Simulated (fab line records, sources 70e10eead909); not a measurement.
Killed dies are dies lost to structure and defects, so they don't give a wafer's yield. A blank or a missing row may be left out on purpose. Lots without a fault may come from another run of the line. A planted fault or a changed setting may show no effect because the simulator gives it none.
Chamber matching | flow nand_harc | NHARC_P_GATE_DESCUM_31 on rie_diel-04: 4 sister chambers
The step chemistry O2, time 3 s. 18 wafers are shown with their chamber, then 9 later ones without.

WAFERS WITH THEIR CHAMBER
wafer  | chamber | drypump_motor_current_A (A) | oes_product_au (a.u.) | rf_vpp_V (V)
L076.1 | 3       | 5.2                         | 0.997                 | 57.0
L076.3 | 0       | 5.4                         | 1.009                 | 56.5
L076.6 | 3       | 5.3                         | 0.991                 | 56.8
L079.2 | 0       | 5.4                         | 1.003                 | 57.9
L079.3 | 2       | 5.8                         | 0.997                 | 58.5
L079.5 | 2       | 5.8                         | 1.004                 | 56.8
L081.1 | 3       | 5.3                         | 0.991                 | 57.3
L081.2 | 1       | 5.0                         | 1.009                 | 58.3
L081.3 | 2       | 5.8                         | 0.990                 | 58.9
L085.1 | 3       | 5.2                         | 0.988                 | 57.6
L085.4 | 2       | 5.8                         | 0.990                 | 58.7
L085.6 | 2       | 5.8                         | 0.978                 | 58.0
L090.3 | 1       | 5.0                         | 0.984                 | 57.8
L090.5 | 2       | 5.8                         | 0.986                 | 58.7
L090.6 | 1       | 5.0                         | 0.994                 | 58.2
L091.1 | 0       | 5.4                         | 1.022                 | 58.2
L091.4 | 2       | 5.8                         | 1.003                 | 59.5
L091.6 | 1       | 5.0                         | 0.996                 | 57.8

SIGNATURES (means of the wafers above)
reading                 | chamber 0 | chamber 1 | chamber 2 | chamber 3 | scatter within a chamber
drypump_motor_current_A | 5.400     | 5.000     | 5.800     | 5.250     | 0.0267
oes_product_au          | 1.01133   | 0.99575   | 0.99257   | 0.99175   | 0.00877
rf_vpp_V                | 57.533    | 58.025    | 58.443    | 57.175    | 0.686
Rule: a wafer's distance from a chamber is the root of the sum, over the readings, of the square of ((its reading less the chamber's mean) divided by the reading's scatter). The wafer belongs to the nearest chamber; if the next one is less than 2 further off, it can't be placed. The scatter: the root of (the sum of the squares of (reading less its chamber's mean) over the shown wafers, divided by (wafers less chambers)).

WAFERS WITHOUT THEIR CHAMBER
wafer  | drypump_motor_current_A (A) | oes_product_au (a.u.) | rf_vpp_V (V)
L092.2 | 5.4                         | 1.004                 | 57.2
L092.3 | 5.0                         | 1.000                 | 57.3
L092.5 | 5.2                         | 0.979                 | 57.3
L096.1 | 5.2                         | 0.991                 | 57.6
L096.4 | 5.0                         | 1.001                 | 57.4
L096.5 | 5.2                         | 0.982                 | 57.3
L097.2 | 5.0                         | 1.005                 | 58.1
L097.3 | 5.8                         | 0.991                 | 59.0
L097.6 | 5.8                         | 0.998                 | 58.0

WHICH CHAMBER EACH WENT THROUGH
wafer  | from the rows above | in truth
L092.2 | 0                   | 0
L092.3 | 1                   | 1
L092.5 | 3                   | 3
L096.1 | 3                   | 3
L096.4 | 1                   | 1
L096.5 | 3                   | 3
L097.2 | 1                   | 1
L097.3 | 2                   | 2
L097.6 | 2                   | 2
Placed correctly: 9 of 9. Can't be placed from these rows: 0. Placed wrongly: 0.
